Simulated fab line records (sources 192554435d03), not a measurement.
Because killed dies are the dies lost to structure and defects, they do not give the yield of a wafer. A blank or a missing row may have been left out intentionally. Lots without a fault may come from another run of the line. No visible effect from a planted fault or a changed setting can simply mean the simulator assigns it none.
Matching of chambers + flow n5 finfet + 4 sister chambers for N5_GATE_CUT_ETCH_37 on rie diel-01
The step etches SOC in N2/H2, target depth 60 nm, overetch 12 nm, time 90 s. 4 wafers are shown with their chamber, then 7 later ones without.

WAFERS PAIRED WITH THEIR CHAMBERS
| wafer  | chamber | showerhead plenum p Torr (Torr) |
|--------|---------|---------------------------------|
| L081.5 | 3       | 2.55                            |
| L084.6 | 0       | 2.49                            |
| L089.3 | 2       | 2.51                            |
| L089.5 | 1       | 2.46                            |

WAFERS WHOSE CHAMBER IS MISSING
| wafer  | showerhead plenum p Torr (Torr) |
|--------|---------------------------------|
| L089.6 | 2.51                            |
| L091.2 | 2.55                            |
| L091.3 | 2.49                            |
| L091.6 | 2.49                            |
| L096.3 | 2.45                            |
| L096.5 | 2.45                            |
| L096.6 | 2.48                            |

EACH ONE'S CHAMBER
| wafer  | from the rows above     | in truth |
|--------|-------------------------|----------|
| L089.6 | 2                       | 2        |
| L091.2 | 3                       | 3        |
| L091.3 | 0                       | 0        |
| L091.6 | 0                       | 0        |
| L096.3 | 1                       | 1        |
| L096.5 | 1                       | 1        |
| L096.6 | can't be placed: 0 or 1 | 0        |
Correct placement for 6 of the 7. Unplaceable from these rows: 1, with the true chamber sitting among the candidates in 1. 0 placed wrongly.
How it was worked out, from the rows above alone: a wafer's distance from a chamber is the root of the sum, over the readings, of the square of ((its reading less the chamber's mean) divided by the reading's scatter). If the next closest chamber is less than 2 further off than the closest, the wafer can't be placed; otherwise it belongs to the closest. A chamber's mean is the mean of its shown wafers. The scatter: with one shown wafer a chamber, the root of the mean of the squares of how far each hidden wafer lies from its nearest shown one.
